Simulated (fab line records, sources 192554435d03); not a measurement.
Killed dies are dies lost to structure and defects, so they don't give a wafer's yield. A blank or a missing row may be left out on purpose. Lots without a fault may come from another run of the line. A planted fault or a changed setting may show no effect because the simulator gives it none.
fab line records | flow n5_finfet
record lots=7 wafers=21
route steps=1938 shown PASSIVATION@1921
start_h: hours from the record's first day to the start of the lot's first wafer shown | wait_h: hours since the lot's step before | " the same as in the row above | L1.1+2: a row that stands for several wafers | - no value, or no start given | * or withheld: withheld | < > ~ a bound
route shown NAME@n: a module of which the file shows steps, and the number in the route of the first | usual: mean/standard deviation of fault-free wafers | same: alike in all rows | chamber/n: place in a boat | sites: the reading at each site | _std_site: their standard deviation | _edge_site: outer sites' mean less inner sites' | radius_mm: how far each site lies from the wafer's centre | mask NAME#n: copy n | behind: the tool/chamber that last shaped the wafer | hold: why the lot was held/for how many hours/how that ended | device: the transistor (n, p or np) that didn't switch | end of line: the same wafers' tests at the end of the route | a step without rows: its recipe alone | killed: dies lost to structure and defects at the first sort, not the wafer's yield | map: a wafer's dies, x killed, . not, _ none there
set.NAME: the setting as run; set.NAME@STEP: as run at that earlier step | model.NAME: the simulator's own value behind a step, which no gauge read
lots whose settings were changed on purpose; a table a step, a row a wafer
## steps
# step N5_PASSIVATION_EXPOSE_41
# recipe mask_id=PASS_OPEN na=0.55 defocus_nm=0 source_shape=conventional sigma_outer=0.8 polarization=unpolarized target_cd_nm=40000 dose_mj=57.25
# columns lot.wafer tool chamber start_h wait_h mask set.dose_mj
L075.1+4+5 krf_scanner-01 0 286.22 - PASS_OPEN#0 57.25
L077.4 krf_scanner-02 0 290.81 - PASS_OPEN#0 57.25
L077.5+6 " 0 " " PASS_OPEN#0 54.66
L079.1 krf_scanner-01 0 296.11 - PASS_OPEN#0 57.25
L079.4+6 " 0 " " PASS_OPEN#0 60.95
L082.3+4 krf_scanner-02 0 311.00 - PASS_OPEN#0 60.72
L082.5 " 0 " " PASS_OPEN#0 57.25
L085.3+5+6 krf_scanner-02 0 330.36 - PASS_OPEN#0 57.25
L086.2+4+6 krf_scanner-02 0 346.90 - PASS_OPEN#0 60.28
L092.3+5 krf_scanner-01 0 377.06 - PASS_OPEN#0 57.25
L092.4 " 0 " " PASS_OPEN#0 55.8
# step N5_PASSIVATION_PEB_42
# recipe peb_temp_c=withheld peb_time_s=*
# step N5_PASSIVATION_DEVELOP_43
# recipe develop_time_s=60 rinse_liquid=diw dry=air_spin dev_temp_c=21
# step N5_PASSIVATION_HARDBAKE_45
# recipe temp_c=130 time_s=120
# step N5_PASSIVATION_CD_MEAS_44
# recipe target_cd_nm=40000 landing_energy_ev=500 detector=se_inlens
# usual cd_nm=39999/3.1
# columns lot.wafer tool chamber start_h wait_h set.dose_mj@PASSIVATION_EXPOSE_41 cd_nm
L075.1 cd_sem-03 0 286.40 - 57.25 39994
L075.4 " 0 " " 57.25 39993
L075.5 " 0 " " 57.25 39998
L077.4 cd_sem-01 0 290.97 - 57.25 40000
L077.5 " 0 " " 54.66 39983
L077.6 " 0 " " 54.66 39983
L079.1 cd_sem-01 0 296.29 - 57.25 39997
L079.4 " 0 " " 60.95 40020
L079.6 " 0 " " 60.95 40020
L082.3 cd_sem-02 0 311.17 - 60.72 40019
L082.4 " 0 " " 60.72 40023
L082.5 " 0 " " 57.25 40001
L085.3 cd_sem-02 0 330.53 - 57.25 40000
L085.5 " 0 " " 57.25 39999
L085.6 " 0 " " 57.25 39995
L086.2 cd_sem-01 0 347.08 - 60.28 40017
L086.4 " 0 " " 60.28 40018
L086.6 " 0 " " 60.28 40020
L092.3 cd_sem-03 0 377.23 - 57.25 39997
L092.4 " 0 " " 55.8 39993
L092.5 " 0 " " 57.25 39997
# step N5_PASSIVATION_SRD_72
# recipe dry=ipa_marangoni time_s=30 temp_c=23 rinse_liquid=diw
# step N5_PASSIVATION_ANNEAL_56
# recipe temp_c=400 time_s=1800 ambient=FGA idle_temp_c=300 ramp_up_c_per_min=5 ramp_down_c_per_min=3
# step N5_PASSIVATION_PROBE_49
# usual defect_limited_yield=91.0/1.5 killed_at_M0_to_M3=34/9.1 killed_at_M4_up=14/5.7 killed_at_contacts=13/5.7 killed_at_front_end=42/12 killed_at_other=4/3.4 killed_dies=106/17 killed_open=70/13 killed_short=34/7.5 sort_bin_5_function=5.2/0.94 sort_bin_6_memory=3.4/0.69 sort_bin_8_speed=0.00/0.029 sort_n_pass=1074/17 sort_yield_pct=91.0/1.5
# same gross_dies=1180 killed_at_back_side=0 sort_bin_4_leakage[%]=0
# columns lot.wafer tool chamber start_h wait_h set.time_s@PASSIVATION_DESCUM_12 set.time_s@PASSIVATION_PECVD_35 defect_limited_yield[%] killed_at_M0_to_M3 killed_at_M4_up killed_at_contacts killed_at_front_end killed_at_other killed_dies killed_open killed_short sort_bin_5_function[%] sort_bin_6_memory[%] sort_bin_8_speed[%] sort_n_pass sort_yield_pct[%]
L075.1 prober-02 - 289.56 0.0 7.9 151.3 92.8 39 16 5 25 0 85 60 23 3.8 3.1 0 1095 92.8
L075.4 prober-02 - 289.71 0.2 7.9 151.3 91.3 24 18 12 49 0 103 62 35 5.7 2.7 0 1077 91.3
L075.5 prober-02 - 289.76 0.2 7.9 151.3 93.3 27 7 12 32 1 79 51 27 3.9 2.7 0 1101 93.3
L077.4 prober-01 - 294.25 0.2 7.9 151.3 44.8 28 555 18 42 8 651 71 36 51.1 3.6 0 529 44.8
L077.5 prober-01 - 294.30 0.2 7.9 168.4 26.2 26 18 34 48 745 871 99 30 69.2 4.2 0 309 26.2
L077.6 prober-01 - 294.35 0.3 7.042 151.3 12.0 730 250 12 42 4 1038 64 32 63.6 18.8 0 142 12.0
L079.1 prober-01 - 299.50 0.0 6.705 151.3 91.4 43 13 14 27 4 101 65 32 4.7 3.1 0 1079 91.4
L079.4 prober-01 - 299.65 0.2 6.705 159.4 86.4 43 16 16 44 41 160 84 38 9.0 4.2 0 1020 86.4
L079.6 prober-01 - 299.75 0.3 7.9 159.4 88.1 40 13 14 35 39 141 62 40 7.9 3.8 0.08 1039 88.1
L082.3 prober-02 - 314.47 0.1 7.9 130.1 90.8 23 15 11 58 2 109 76 32 6.0 2.9 0 1071 90.8
L082.4 prober-02 - 314.52 0.2 7.9 130.1 91.3 27 9 16 45 6 103 66 37 5.3 3.1 0 1077 91.3
L082.5 prober-02 - 314.57 0.2 7.9 151.3 90.9 28 16 14 47 2 107 69 38 6.0 2.9 0 1073 90.9
L085.3 prober-01 - 333.91 0.1 7.9 170.9 0 40 885 13 38 204 1180 65 35 96.7 3.1 0 0 0
L085.5 prober-01 - 334.01 0.2 7.9 170.9 0.3 19 716 27 53 362 1177 77 39 95.2 4.2 0 3 0.3
L085.6 prober-01 - 334.06 0.3 7.9 151.3 91.4 30 6 19 35 11 101 61 39 4.6 3.6 0 1079 91.4
L086.2 prober-01 - 351.61 0.1 6.129 151.3 91.6 27 11 13 47 1 99 65 34 4.1 4.1 0 1081 91.6
L086.4 prober-01 - 351.71 0.2 6.129 136.5 90.5 32 16 16 47 1 112 77 34 5.3 3.9 0 1068 90.5
L086.6 prober-01 - 351.81 0.3 7.9 151.3 91.9 31 15 11 37 2 96 69 26 4.8 3.3 0 1084 91.9
L092.3 prober-01 - 380.97 0.1 7.4 165.3 50.8 36 11 14 48 471 580 79 39 45.2 3.9 0 600 50.8
L092.4 prober-01 - 381.02 0.2 7.9 151.3 91.3 35 12 13 42 1 103 72 31 5.5 3.1 0 1077 91.3
L092.5 prober-01 - 381.07 0.2 7.9 151.3 89.7 32 25 23 37 4 121 88 32 5.5 4.2 0 1059 89.7
# killed by level:class
L075.1 BEOL_M1:geometric_particle:open=10 STI_FIN_REVEAL:geometric_particle:open=9 BEOL_M0_SAQP:geometric_particle:short=8 BEOL_M0_SAQP:geometric_particle:open=7 BEOL_M4:geometric_particle:open=7 FIN_SAQP:geometric_particle:open=6 BEOL_M2:geometric_particle:open=6 FIN_SAQP:geometric_particle:short=3
L075.4 FIN_SAQP:geometric_particle:short=12 BEOL_M4:geometric_particle:open=11 MOL_CONTACT_COAG:geometric_particle:open=10 STI_FIN_REVEAL:geometric_particle:open=9 BEOL_M1:geometric_particle:open=9 BEOL_M0_SAQP:geometric_particle:short=8 FIN_SAQP:geometric_particle:open=7 STI_FIN_REVEAL:geometric_particle:short=5
L075.5 STI_FIN_REVEAL:geometric_particle:open=10 MOL_CONTACT_COAG:geometric_particle:open=9 BEOL_M0_SAQP:geometric_particle:short=7 BEOL_M2:geometric_particle:open=7 FIN_SAQP:geometric_particle:short=5 DUMMY_GATE:geometric_particle:open=4 STI_FIN_REVEAL:geometric_particle:short=3 ILD0:geometric_particle:short=3
L077.4 BEOL_M10:area_etch=540 MOL_CONTACT_COAG:geometric_particle:open=15 FIN_SAQP:geometric_particle:short=10 FIN_SAQP:geometric_particle:open=10 BEOL_M1:geometric_particle:open=9 STI_FIN_REVEAL:geometric_particle:open=8 BEOL_M0_SAQP:geometric_particle:short=4 BEOL_M0:geometric_particle:open=4
L077.5 PASSIVATION:area_pecvd=742 MOL_CONTACT_COAG:geometric_particle:open=28 STI_FIN_REVEAL:geometric_particle:open=18 FIN_SAQP:geometric_particle:open=11 BEOL_M4:geometric_particle:open=9 FIN_SAQP:geometric_particle:short=8 BEOL_M2:geometric_particle:open=7 MOL_CONTACT_COAG:geometric_particle:short=6
L077.6 BEOL_M3:area_expose=696 BEOL_M10:area_etch=245 BEOL_M3:geometric_particle:open=13 FIN_SAQP:geometric_particle:open=10 MOL_CONTACT_COAG:geometric_particle:open=10 FIN_SAQP:geometric_particle:short=8 DUMMY_GATE:geometric_particle:open=7 BEOL_M0_SAQP:geometric_particle:short=7
L079.1 BEOL_M3:geometric_particle:open=13 MOL_CONTACT_COAG:geometric_particle:open=10 STI_FIN_REVEAL:geometric_particle:open=7 BEOL_M0_SAQP:geometric_particle:open=7 BEOL_M2:geometric_particle:open=6 GATE_CUT:geometric_particle:short=5 BEOL_M1:geometric_particle:open=5 MOL_CONTACT_COAG:geometric_particle:short=4
L079.4 PASSIVATION:area_pecvd=37 MOL_CONTACT_COAG:geometric_particle:open=15 FIN_SAQP:geometric_particle:short=12 BEOL_M1:geometric_particle:open=11 BEOL_M3:geometric_particle:open=10 FIN_SAQP:geometric_particle:open=9 BEOL_M0_SAQP:geometric_particle:open=8 DUMMY_GATE:geometric_particle:open=5
L079.6 PASSIVATION:area_pecvd=37 MOL_CONTACT_COAG:geometric_particle:open=12 BEOL_M3:geometric_particle:open=8 BEOL_M0_SAQP:geometric_particle:short=7 BEOL_M0_SAQP:geometric_particle:open=7 FIN_SAQP:geometric_particle:short=6 BEOL_M2:geometric_particle:open=6 FIN_SAQP:geometric_particle:open=5
L082.3 FIN_SAQP:geometric_particle:open=21 BEOL_M4:geometric_particle:open=10 MOL_CONTACT_COAG:geometric_particle:open=9 FIN_SAQP:geometric_particle:short=7 DUMMY_GATE:geometric_particle:open=6 BEOL_M0_SAQP:geometric_particle:short=6 GATE_CUT:geometric_particle:short=5 BEOL_M0_SAQP:geometric_particle:open=5
L082.4 MOL_CONTACT_COAG:geometric_particle:open=14 STI_FIN_REVEAL:geometric_particle:open=8 GATE_CUT:geometric_particle:short=7 BEOL_M0_SAQP:geometric_particle:short=7 BEOL_M3:geometric_particle:open=7 FIN_SAQP:geometric_particle:open=6 BEOL_M4:geometric_particle:open=6 FIN_SAQP:geometric_particle:short=5
L082.5 FIN_SAQP:geometric_particle:open=16 MOL_CONTACT_COAG:geometric_particle:open=11 BEOL_M4:geometric_particle:open=9 FIN_SAQP:geometric_particle:short=8 STI_FIN_REVEAL:geometric_particle:open=7 BEOL_M3:geometric_particle:open=7 BEOL_M2:geometric_particle:short=6 DUMMY_GATE:geometric_particle:open=4
L085.3 BEOL_M10:area_etch=878 PASSIVATION:area_pecvd=201 BEOL_M0_SAQP:geometric_particle:short=14 MOL_CONTACT_COAG:geometric_particle:open=11 STI_FIN_REVEAL:geometric_particle:open=8 BEOL_M0_SAQP:geometric_particle:open=8 BEOL_M1:geometric_particle:open=6 BEOL_M1:geometric_particle:short=5
L085.5 BEOL_M10:area_etch=712 PASSIVATION:area_pecvd=347 MOL_CONTACT_COAG:geometric_particle:open=18 STI_FIN_REVEAL:geometric_particle:open=15 FIN_SAQP:geometric_particle:open=11 MOL_CONTACT_COAG:geometric_particle:short=9 BEOL_M0_SAQP:geometric_particle:open=8 MIM_TOP_ETCH:geometric_particle:short=5
L085.6 MOL_CONTACT_COAG:geometric_particle:open=14 BEOL_M0_SAQP:geometric_particle:open=13 FIN_SAQP:geometric_particle:open=10 BEOL_M0_SAQP:geometric_particle:short=10 FIN_SAQP:geometric_particle:short=8 MOL_CONTACT_COAG:geometric_particle:short=5 DUMMY_GATE:geometric_particle:open=5 MIM_TOP_ETCH:geometric_particle:short=4
L086.2 MOL_CONTACT_COAG:geometric_particle:open=11 STI_FIN_REVEAL:geometric_particle:open=10 BEOL_M2:geometric_particle:open=9 GATE_CUT:geometric_particle:short=8 GATE_CUT:geometric_particle:open=7 FIN_SAQP:geometric_particle:short=6 BEOL_M0_SAQP:geometric_particle:short=6 FIN_SAQP:geometric_particle:open=5
L086.4 MOL_CONTACT_COAG:geometric_particle:open=14 BEOL_M0_SAQP:geometric_particle:open=12 STI_FIN_REVEAL:geometric_particle:open=11 FIN_SAQP:geometric_particle:open=7 BEOL_M0_SAQP:geometric_particle:short=7 FIN_SAQP:geometric_particle:short=6 GATE_CUT:geometric_particle:short=5 GATE_CUT:geometric_particle:open=5
L086.6 MOL_CONTACT_COAG:geometric_particle:open=9 STI_FIN_REVEAL:geometric_particle:open=8 GATE_CUT:geometric_particle:short=7 BEOL_M0_SAQP:geometric_particle:short=7 BEOL_M0_SAQP:geometric_particle:open=7 GATE_CUT:geometric_particle:open=6 BEOL_M2:geometric_particle:open=5 BEOL_M3:geometric_particle:open=5
L092.3 PASSIVATION:area_pecvd=461 FIN_SAQP:geometric_particle:open=12 MOL_CONTACT_COAG:geometric_particle:open=12 BEOL_M1:geometric_particle:open=9 FIN_SAQP:geometric_particle:short=8 BEOL_M1:geometric_particle:short=8 DUMMY_GATE:geometric_particle:open=5 BEOL_M2:geometric_particle:open=5
L092.4 FIN_SAQP:geometric_particle:open=12 MOL_CONTACT_COAG:geometric_particle:open=10 FIN_SAQP:geometric_particle:short=9 STI_FIN_REVEAL:geometric_particle:open=8 BEOL_M0_SAQP:geometric_particle:short=7 BEOL_M1:geometric_particle:open=7 BEOL_M2:geometric_particle:open=7 BEOL_M3:geometric_particle:open=5
L092.5 MOL_CONTACT_COAG:geometric_particle:open=18 BEOL_M4:geometric_particle:open=13 FIN_SAQP:geometric_particle:open=11 BEOL_M1:geometric_particle:open=11 BEOL_M3:geometric_particle:open=6 MOL_CONTACT_COAG:geometric_particle:short=5 BEOL_M0_SAQP:geometric_particle:short=5 BEOL_M0_SAQP:geometric_particle:open=5
## key
split step=N5_PASSIVATION_EXPOSE_41 setting=dose_mj stated=57.25 by=wafer
response step=N5_PASSIVATION_CD_MEAS_44 reading=cd_nm change=+3.45 per=1% r=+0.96
split outside_this_file step=N5_PASSIVATION_DESCUM_12 setting=time_s
split outside_this_file step=N5_PASSIVATION_PECVD_35 setting=time_s
# split outside_this_file: this setting was split too, and the file shows its column; the key of that split is in another file
